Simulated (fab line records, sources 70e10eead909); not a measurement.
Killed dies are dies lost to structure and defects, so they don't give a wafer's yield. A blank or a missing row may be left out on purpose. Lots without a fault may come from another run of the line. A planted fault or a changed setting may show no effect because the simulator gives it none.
fab line records | flow nand_harc
record lots=5 wafers=15 last_day=24
route steps=1159 shown P_CONTACT@233 P_M0@253 END@1159
lots that met no fault: from a run of the same line without faults
start_h: hours from the record's first day to the start of the lot's first wafer shown | wait_h: hours since the lot's step before | " the same as in the row above | L1.1+2: a row that stands for several wafers | - no value, or no start given | * or withheld: withheld | < > ~ a bound
route shown NAME@n: a module of which the file shows steps, and the number in the route of the first | usual: mean/standard deviation of fault-free wafers | same: alike in all rows | chamber/n: place in a boat | sites: the reading at each site | _std_site: their standard deviation | _edge_site: outer sites' mean less inner sites' | radius_mm: how far each site lies from the wafer's centre | mask NAME#n: copy n | behind: the tool/chamber that last shaped the wafer | hold: why the lot was held/for how many hours/how that ended | device: the transistor (n, p or np) that didn't switch | end of line: the same wafers' tests at the end of the route | a step without rows: its recipe alone | killed: dies lost to structure and defects at the first sort, not the wafer's yield | map: a wafer's dies, x killed, . not, _ none there
set.NAME: the setting as run; set.NAME@STEP: as run at that earlier step | model.NAME: the simulator's own value behind a step, which no gauge read
lots at some steps of the route; a table a step, a row a wafer
services: from which hour (start_h, from the record's first day; less than 0 if before it) a tool's chamber was out of use, for how many hours, and why
## steps
# step NHARC_P_CONTACT_OVL_MEAS_13
# usual overlay_x_nm=0.0/0.77 overlay_y_nm=-0.1/0.72
# columns lot.wafer tool chamber start_h wait_h overlay_x_nm overlay_y_nm
L342.3 overlay-01 - 168.98 - 0.8 0.5
L342.4 " - " " 1.5 1.4
L342.6 " - " " 1.7 1.1
L348.2 overlay-02 - 201.26 - 0.7 0.3
L348.3 " - " " 0.5 -0.2
L348.6 " - " " 0.6 -0.4
L350.1 overlay-01 - 216.81 - -0.4 0.1
L350.2 " - " " -0.5 -0.2
L350.3 " - " " 0.0 -0.2
L352.2 overlay-02 - 240.84 - -1.6 1.4
L352.5 " - " " -1.5 1.3
L352.6 " - " " -1.4 1.1
L355.1 overlay-02 - 241.52 - -1.1 -0.1
L355.3 " - " " -1.2 0.1
L355.4 " - " " -1.4 -0.2
# step NHARC_P_CONTACT_INSPECT_14
# usual raw_defect_count=3.7/2.3
# columns lot.wafer tool chamber start_h wait_h raw_defect_count
L342.3 defect_inspect-02 - 169.02 0.0 4
L342.4 " - " " 1
L342.6 " - " " 4
L348.2 defect_inspect-02 - 201.30 0.0 1
L348.3 " - " " 1
L348.6 " - " " 3
L350.1 defect_inspect-02 - 216.84 0.0 3
L350.2 " - " " 6
L350.3 " - " " 2
L352.2 defect_inspect-01 - 240.88 0.0 4
L352.5 " - " " 1
L352.6 " - " " 6
L355.1 defect_inspect-02 - 241.56 0.0 4
L355.3 " - " " 2
L355.4 " - " " 3
# step NHARC_P_CONTACT_DESCUM_17
# recipe time_s=3 o2_flow_sccm=200 ar_flow_sccm=0 bias_power_w=0 chemistry=O2
# step NHARC_P_CONTACT_ETCH_35
# recipe target_depth_a=390 over_etch_frac=0.3 time_s=65 ion_energy_ev=80 cf4_flow_sccm=150 ar_flow_sccm=0 rf_w=300 bias_w=100 chemistry=CF4
# step NHARC_P_CONTACT_ETCH_36
# recipe target_depth_a=2600 over_etch_frac=0.25 time_s=406.25 ion_energy_ev=200 n2_flow_sccm=150 h2_flow_sccm=150 ar_flow_sccm=0 rf_w=400 bias_w=150 chemistry=N2/H2
# usual drypump_motor_current_A=5.7/0.4 oes_product_au=1.000/0.0075 rf_vpp_V=430.9/2.8 showerhead_plenum_p_Torr=2.06/0.098 throttle_valve_pct=14.172/0.0091
# columns lot.wafer tool chamber start_h wait_h drypump_motor_current_A oes_product_au rf_hours_counter_h rf_vpp_V showerhead_plenum_p_Torr throttle_valve_pct
L342.3 rie_diel-12 2 - - 6.1 1.015 14 428.6 1.96 14.170
L342.6 " 2 " " 6.0 1.004 - 428.8 1.96 14.167
L342.4 " 1 " " 5.6 1.001 - 433.8 2.14 14.176
L348.2 rie_diel-01 1 - - 6.2 0.995 5 434.8 2.20 14.167
L348.3 " 3 " " 5.6 0.995 5 425.8 1.94 14.173
L348.6 " 2 " " 6.1 1.006 - 435.2 2.17 14.158
L350.2 rie_diel-01 2 - - 6.1 1.004 8 433.8 2.17 14.183
L350.1 " 0 " " 5.4 1.003 6 428.5 2.02 14.162
L350.3 " 1 " " 6.2 0.992 7 434.1 2.20 14.163
L352.2 rie_diel-01 2 - - 6.1 0.997 9 433.8 2.17 14.175
L352.6 " 0 " " 5.4 1.014 - 430.4 2.02 14.172
L352.5 " 1 " " 6.2 1.015 - 435.1 2.20 14.180
L355.4 rie_diel-12 2 - - 6.1 1.002 3 427.7 1.96 14.166
L355.3 " 3 " " 4.9 0.998 3 429.7 2.03 14.161
L355.1 " 1 " " 5.6 1.003 2 433.4 2.14 14.175
# step NHARC_P_CONTACT_ETCH_18
# recipe target_depth_a=4810 time_s=240.5 c4f8_flow_sccm=20 o2_flow_sccm=10 ar_flow_sccm=withheld rf_w=600 bias_w=1500 chemistry=C4F8/O2/Ar
# step NHARC_P_CONTACT_STRIP_37
# recipe c4f8_flow_sccm=withheld o2_flow_sccm=8 ar_flow_sccm=withheld bias_w=0 chemistry=C4F8/O2/Ar
# step NHARC_P_CONTACT_ETCH_31
# recipe target_depth_a=300 time_s=85.7 ion_energy_ev=120 over_etch_frac=1 ch3f_flow_sccm=50 o2_flow_sccm=30 ar_flow_sccm=200 rf_w=500 bias_w=100 chemistry=CH3F/O2
# step NHARC_P_CONTACT_CD_MEAS_19
# usual cd_nm=90.2/1.1
# columns lot.wafer tool chamber start_h wait_h cd_nm
L342.3 cd_sem-03 - 170.07 - 91.0
L342.4 " - " " 90.3
L342.6 " - " " 90.0
L348.2 cd_sem-01 - 202.24 - 90.5
L348.3 " - " " 91.2
L348.6 " - " " 91.2
L350.1 cd_sem-01 - 217.86 - 89.6
L350.2 " - " " 90.0
L350.3 " - " " 89.2
L352.2 cd_sem-02 - 241.82 - 89.3
L352.5 " - " " 90.0
L352.6 " - " " 89.2
L355.1 cd_sem-03 - 242.49 - 89.7
L355.3 " - " " 89.4
L355.4 " - " " 91.4
# step NHARC_P_CONTACT_STRIP_28
# recipe o2_flow_sccm=500 ar_flow_sccm=0 bias_w=0 chemistry=O2
# usual drypump_motor_current_A=5.6/0.43 oes_product_au=1.001/0.0075 rf_vpp_V=57.7/0.87 showerhead_plenum_p_Torr=3.54/0.15 throttle_valve_pct=17.037/0.01
# columns lot.wafer tool chamber start_h wait_h drypump_motor_current_A oes_product_au rf_hours_counter_h rf_vpp_V showerhead_plenum_p_Torr throttle_valve_pct
L342.4 rie_diel-01 1 170.17 0.1 6.2 0.992 1 58.9 3.78 17.040
L342.3 " 2 " " 6.1 0.998 2 58.1 3.73 17.030
L342.6 " 3 " " 5.6 0.996 - 56.7 3.37 17.027
L348.2 rie_diel-01 3 202.32 0.1 5.6 1.005 5 58.0 3.37 17.048
L348.3 " 0 " " 5.4 1.006 4 57.4 3.51 17.011
L348.6 " 2 " " 6.2 1.006 - 59.1 3.73 17.063
L350.1 rie_diel-02 3 217.93 0.1 5.0 0.994 23 57.5 3.39 17.030
L350.2 " 1 " " 5.4 1.008 24 56.6 3.34 17.033
L350.3 " 2 " " 5.3 1.008 22 57.0 3.33 17.050
L352.2 rie_diel-02 0 241.92 0.1 6.0 1.008 34 58.0 3.46 17.046
L352.6 " 2 " " 5.4 0.986 - 57.6 3.33 17.045
L352.5 " 3 " " 5.0 1.005 - 56.4 3.38 17.044
L355.3 rie_diel-02 2 242.57 0.1 5.4 0.999 31 56.9 3.33 17.050
L355.4 " 3 " " 5.0 0.998 32 57.1 3.38 17.029
L355.1 " 1 " " 5.4 1.015 33 57.7 3.33 17.019
# step NHARC_P_CONTACT_STRIP_29
# recipe time_s=1200 temp_c=72.5 chemistry=post_etch_residue_remover
# step NHARC_P_CONTACT_DEGAS_38
# recipe temp_c=300 time_s=60
# step NHARC_P_CONTACT_PRE_CLEAN_39
# recipe time_s=19.5 bias_v=250 gas=Ar
# columns lot.wafer tool chamber start_h wait_h
L342.4+3+6 pvd_sputter-03 - 170.84 -
L348.2+3+6 pvd_sputter-02 - 203.02 -
L350.3+2+1 pvd_sputter-01 - 218.64 -
L352.2+5+6 pvd_sputter-02 - 242.66 -
L355.1+4+3 pvd_sputter-03 - 243.28 -
# step NHARC_P_CONTACT_PVD_32
# recipe target_thk_a=50 chamber_pressure_pa=5 power_w=5000 substrate_temp_c=200 time_s=17.7 material=Ti
# step NHARC_P_CONTACT_ALD_22
# recipe target_thk_a=30 pulse_time_s=1 ald_cycles=150 temp_c=450 material=TiN
# step NHARC_P_CONTACT_CVD_23
# recipe target_thk_a=2000 temp_c=300 pressure_torr=40 wf6_flow_sccm=40 h2_flow_sccm=1600 ar_flow_sccm=1560 time_s=557 material=W
# usual heater_power_w=468/19 mfc_h2_sccm=1600/4.5 throttle_valve_pct=7.93/0.24
# columns lot.wafer tool chamber start_h wait_h heater_power_w mfc_h2_sccm throttle_valve_pct
L342.4 cvd_w-01 1 - - 450 1602 8.06
L342.3 " 0 " " 508 1597 7.92
L342.6 " 0 " " 503 1599 8.09
L348.2 cvd_w-02 0 - - 476 1596 7.72
L348.3 " 0 " " 462 1598 8.01
L348.6 " 1 " " 451 1604 7.79
L350.1 cvd_w-01 0 - - 487 1596 7.97
L350.2 " 1 " " 449 1617 8.42
L350.3 " 1 " " 454 1602 8.35
L352.2 cvd_w-01 0 - - 495 1606 8.27
L352.5 " 0 " " 502 1602 8.27
L352.6 " 1 " " 463 1602 8.24
L355.1 cvd_w-01 0 - - 500 1594 8.33
L355.3 " 0 " " 491 1601 8.14
L355.4 " 1 " " 454 1599 8.19
# step NHARC_P_CONTACT_CMP_24
# recipe t_overpolish_s=30 target_thk_nm=200
# step NHARC_P_CONTACT_SRD_26
# step NHARC_P_M0_DEP_00
# recipe target_thk_a=1500 target_thk_nm=150 temp_c=withheld pressure_torr=5 flow_sccm=200 rf_w=600 material=SiOC
# step NHARC_P_M0_DEHYDRATE_01
# recipe temp_c=150 time_s=120
# step NHARC_P_M0_HMDS_02
# recipe time_s=30
# step NHARC_P_M0_COAT_33
# recipe temp_c=200 time_s=65
# step NHARC_P_M0_COAT_03
# recipe spin_rpm=1500 resist_thk_nm=90
# step NHARC_P_M0_SOFTBAKE_04
# recipe temp_c=105 time_s=55
# step NHARC_P_M0_EBR_05
# step NHARC_P_M0_EXPOSE_06
# recipe na=1.35 target_cd_nm=90 dose_mj=81.28 mask_id=P_M0
# step NHARC_P_M0_PEB_07
# recipe peb_temp_c=100 peb_time_s=65
# step NHARC_P_M0_DEVELOP_08
# recipe develop_time_s=35 dev_temp_c=23
# step NHARC_P_M0_CD_MEAS_09
# recipe target_cd_nm=90 landing_energy_ev=500
# usual cd_nm=90.1/0.51
# same landing_energy_ev=500
# columns lot.wafer tool chamber start_h wait_h cd_nm
L342.3 cd_sem-02 0 173.19 - 90.6
L342.4 " 0 " " 90.6
L342.6 " 0 " " 89.6
L348.2 cd_sem-02 0 214.53 - 89.8
L348.3 " 0 " " 89.9
L348.6 " 0 " " 90.0
L350.1 cd_sem-02 0 225.21 - 89.6
L350.2 " 0 " " 90.3
L350.3 " 0 " " 90.3
L352.2 cd_sem-01 0 244.99 - 91.2
L352.5 " 0 " " 90.4
L352.6 " 0 " " 90.5
L355.1 cd_sem-01 0 245.61 - 89.4
L355.3 " 0 " " 89.3
L355.4 " 0 " " 89.3
# step NHARC_P_M0_OVL_MEAS_10
# recipe pitch_nm=180
# usual overlay_x_nm=0.0/0.7 overlay_y_nm=0.2/0.75
# columns lot.wafer tool chamber start_h wait_h overlay_x_nm overlay_y_nm
L342.3 overlay-01 - 173.27 - 0.1 0.8
L342.4 " - " " -0.4 0.2
L342.6 " - " " -0.8 0.7
L348.2 overlay-01 - 214.64 - -0.1 -0.3
L348.3 " - " " -0.1 -0.4
L348.6 " - " " 0.2 -0.3
L350.1 overlay-01 - 225.31 - -0.1 -0.1
L350.2 " - " " 0.0 -0.2
L350.3 " - " " -0.8 0.1
L352.2 overlay-02 - 245.07 - 0.2 0.5
L352.5 " - " " 0.2 0.5
L352.6 " - " " 0.2 0.3
L355.1 overlay-01 - 245.70 - 1.2 -0.7
L355.3 " - " " 0.3 -0.4
L355.4 " - " " 1.2 -0.8
# step NHARC_P_M0_DESCUM_14
# recipe time_s=3 o2_flow_sccm=200 ar_flow_sccm=0 bias_power_w=0 chemistry=O2
# usual drypump_motor_current_A=5.8/0.35 oes_product_au=1.000/0.0066 rf_vpp_V=57.9/0.86 showerhead_plenum_p_Torr=1.92/0.059 throttle_valve_pct=11.312/0.0084
# columns lot.wafer tool chamber start_h wait_h drypump_motor_current_A oes_product_au rf_hours_counter_h rf_vpp_V showerhead_plenum_p_Torr throttle_valve_pct
L342.3 rie_diel-05 3 173.38 0.1 6.4 0.996 0.1 56.7 1.93 11.308
L342.4 " 0 " " 6.0 0.997 0.0 57.2 1.96 11.314
L342.6 " 3 " " 6.4 1.005 - 58.9 1.93 11.304
L348.3 rie_diel-05 1 214.75 0.1 5.8 0.996 3.0 57.7 1.85 11.306
L348.2 " 2 " " 5.2 1.005 2.8 56.9 1.83 11.333
L348.6 " 0 " " 6.0 0.997 - 57.9 1.96 11.298
L350.2 rie_diel-08 2 225.40 0.1 5.8 0.992 5.8 58.6 2.06 11.309
L350.1 " 0 " " 5.7 0.998 6.3 58.0 1.88 11.310
L350.3 " 1 " " 5.9 0.993 6.7 58.6 1.93 11.308
L352.2 rie_diel-05 1 245.20 0.1 5.8 0.999 5.9 56.1 1.85 11.302
L352.6 " 2 " " 5.2 1.003 - 59.0 1.83 11.323
L352.5 " 1 " " 5.8 0.999 - 57.8 1.85 11.305
L355.4 rie_diel-04 3 245.79 0.1 5.5 1.003 8.9 57.4 1.91 11.313
L355.1 " 0 " " 6.5 0.999 8.7 59.0 1.92 11.318
L355.3 " 1 " " 5.3 1.009 8.3 58.0 1.94 11.315
# step NHARC_P_M0_ETCH_34
# recipe target_depth_a=400 overetch_a=120 time_s=43.94 ion_energy_ev=200 n2_flow_sccm=150 h2_flow_sccm=150 ar_flow_sccm=0 rf_w=400 bias_w=150 chemistry=N2/H2
# step NHARC_P_M0_ETCH_15
# recipe target_depth_a=1500 overetch_a=150 time_s=82.5 c4f8_flow_sccm=withheld ar_flow_sccm=400 rf_w=600 bias_w=300 chemistry=C4F8/Ar
# step NHARC_P_M0_CD_MEAS_16
# usual cd_nm=89.9/0.61
# columns lot.wafer tool chamber start_h wait_h cd_nm
L342.3 cd_sem-03 - 173.68 - 90.6
L342.4 " - " " 90.4
L342.6 " - " " 89.2
L348.2 cd_sem-02 - 215.04 - 89.0
L348.3 " - " " 89.7
L348.6 " - " " 89.5
L350.1 cd_sem-02 - 225.70 - 89.6
L350.2 " - " " 90.3
L350.3 " - " " 89.9
L352.2 cd_sem-03 - 245.52 - 90.7
L352.5 " - " " 90.3
L352.6 " - " " 90.2
L355.1 cd_sem-02 - 246.09 - 89.7
L355.3 " - " " 88.2
L355.4 " - " " 89.3
# step NHARC_P_M0_STRIP_18
# recipe power_w=1000 n2_flow_sccm=150 h2_flow_sccm=150 ar_flow_sccm=0 bias_w=0 chemistry=N2/H2
# step NHARC_P_M0_STRIP_19
# recipe time_s=600 temp_c=30 chemistry=post_etch_residue_remover
# step NHARC_P_M0_DEGAS_28
# recipe temp_c=250 time_s=60
# step NHARC_P_M0_PRE_CLEAN_29
# recipe time_s=30 temp_c=280 gas=H2/He
# usual heater_power_w=414/46
# columns lot.wafer tool chamber start_h wait_h heater_power_w
L342.4 pvd_sputter-03 - - - 485
L342.3 " - " " 349
L342.6 " - " " 351
L348.2 pvd_sputter-01 - - - 370
L348.3 " - " " 405
L348.6 " - " " 390
L350.1 pvd_sputter-01 - - - 449
L350.3 " - " " 394
L350.2 " - " " 407
L352.2 pvd_sputter-01 - - - 366
L352.6 " - " " 444
L352.5 " - " " 403
L355.1 pvd_sputter-03 - - - 449
L355.4 " - " " 483
L355.3 " - " " 432
# step NHARC_P_M0_PVD_20
# recipe target_thk_a=50 bias_v=168.6 power_w=15000 chamber_pressure_pa=0.12 time_s=8.06 substrate_temp_c=50 material=TaN
# step NHARC_END_SORT_01
# recipe temp_c=25
# usual killed_at_array=28/12 killed_at_other=0.8/1.1 killed_at_periphery=3.6/2.3 killed_dies=32/12 killed_open=3.4/1.9 killed_short=2.0/1.3
# same gross_dies=677
# columns lot.wafer tool chamber start_h wait_h killed_at_array killed_at_other killed_at_periphery killed_dies killed_open killed_short
L342.3 prober-02 0 492.09 3.1 12 3 14 29 8 2
L350.1 prober-01 0 544.08 2.5 27 4 2 33 1 2
L350.2 prober-01 0 544.87 2.8 28 4 2 34 1 0
L350.3 prober-01 0 545.66 3.1 36 1 2 39 5 3
# killed by level:class
L342.3 P_CONTACT:unspecified=7 A_CHANNEL_HOLE_D1:chamber_film_flake=4 P_M0:chamber_film_flake=3 A_M0:geometric_particle:open=2 P_CONTACT:geometric_particle:open=1 P_M0:geometric_particle:open=1 A_ONON_D1:geometric_particle:open=1 A_CHANNEL_FILL_D1:geometric_particle:open=1
L350.1 A_CHANNEL_HOLE_D1:chamber_film_flake=16 A_CONTACT:chamber_film_flake=6 A_STAIRCASE:chamber_film_flake=3 HYBRID_BOND:chamber_film_flake=2 A_CHANNEL_FILL_D1:geometric_particle:short=1 A_CONTACT:geometric_particle:short=1 THIN_TSV:geometric_particle:open=1 P_ZERO_WELL:chamber_film_flake=1
L350.2 A_CHANNEL_HOLE_D1:chamber_film_flake=21 A_CONTACT:chamber_film_flake=4 HYBRID_BOND:chamber_film_flake=2 THIN_TSV:chamber_film_flake=2 A_CONTACT:geometric_particle:open=1 P_ZERO_WELL:chamber_film_flake=1 P_GATE:chamber_film_flake=1 A_ZERO_WELL:chamber_film_flake=1
L350.3 A_CHANNEL_HOLE_D1:chamber_film_flake=18 A_CONTACT:chamber_film_flake=7 A_WL_FILL:geometric_particle:short=2 P_ZERO_WELL:chamber_film_flake=2 A_STAIRCASE:chamber_film_flake=2 A_ONON_D1:geometric_particle:open=1 A_CHANNEL_FILL_D1:geometric_particle:short=1 A_SGD_CUT:geometric_particle:open=1
# map L342.3 (x killed, . not)
____________.____________
_________......._________
_______..........._______
______.............______
_____..............._____
____.................____
____.................____
___x..................___
___...................___
__.....................__
__.....................__
_......................._
_.............x........._
_......x................_
_.....x...x............._
_....xxx................_
.....x.x....x..x.........
.....................x...
..x..x.xx................
x..................x.....
.............x....xx.....
_......................._
_......................._
_.......x....x....x....._
_......................._
_......................._
__.....................__
__.....................__
___...................___
___...................___
____...............x.____
____.................____
_____..............._____
______.............______
_______..x........_______
_________x....x._________
____________.____________
# map L355.1 (x killed, . not)
____________.____________
_________......._________
_______..........._______
______.............______
_____..............._____
____...........x.....____
____.................____
___..............x....___
___...................___
__.....................__
__.....................__
_......................._
_......................._
_......................._
_......................._
_.......x..xx..........._
...............x....x...x
x............x....x......
............xx....x.x.x..
.............xx.xx.......
............x.x.....x.x..
_...........x.xx..x....._
_............x.x........_
_.x.x.......x.x........._
_..........x.x.x..xx...._
_.x.........xx....x....._
__.x......x..x.........__
__...........x.........__
___......x............___
___......x..x.........___
____.................____
____.................____
_____..............._____
______.............______
_______..........._______
_________......._________
____________.____________
## services
# columns tool chamber start_h hours kind
rie_diel-01 - 146.07 9.0 pm
rie_diel-01 0 146.07 9.0 vent_cycle
rie_diel-01 1 146.07 9.0 vent_cycle
rie_diel-01 2 146.07 9.0 vent_cycle
rie_diel-01 3 146.07 9.0 vent_cycle
rie_diel-02 - 150.92 9.0 pm
cvd_w-02 1 157.22 11.2 repair
pvd_sputter-01 - 158.02 10.0 pm
rie_diel-05 - 163.74 9.0 pm
rie_diel-12 3 169.24 20.2 repair
rie_diel-12 0 175.37 2.7 repair
pvd_sputter-01 - 183.89 9.4 repair
rie_diel-08 3 184.93 4.5 repair
rie_diel-01 - 189.61 0.3 repair
cvd_w-02 - 199.26 13.0 pm
rie_diel-12 - 202.43 9.0 pm
rie_diel-08 3 206.54 9.9 repair
pvd_sputter-02 - 214.00 10.0 pm
pvd_sputter-03 - 218.39 12.4 repair
rie_diel-01 0 224.17 1.5 repair
rie_diel-05 0 225.50 20.3 repair
rie_diel-12 1 226.65 5.4 repair
rie_diel-08 1 229.54 2.8 repair
cvd_w-02 - 230.89 1.1 repair
## key
first_sign step=NHARC_END_SORT_01 reading=killed_at_periphery direction=up sigmas=4.5 usual=3.6 struck=14
effect none on later readings
met_at NHARC_P_CONTACT_PRE_CLEAN_39
struck_wafers L342.3
tester_left_out L342
fault kind=chamber_particle_source tool=pvd_sputter-03 chamber=- onset_h=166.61 steps=NHARC_P_CONTACT_PRE_CLEAN_39 rate_per_visit_cm2=0.017527 end_h=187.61 scope=struck_wafers_only
# tester_left_out: of these lots the tester's yield and bins aren't shown, on N5 and GAA mostly nor the transistor test; their killed dies are dies lost to structure and defects alone, not to doping, threshold or leakage, so they don't give the yield
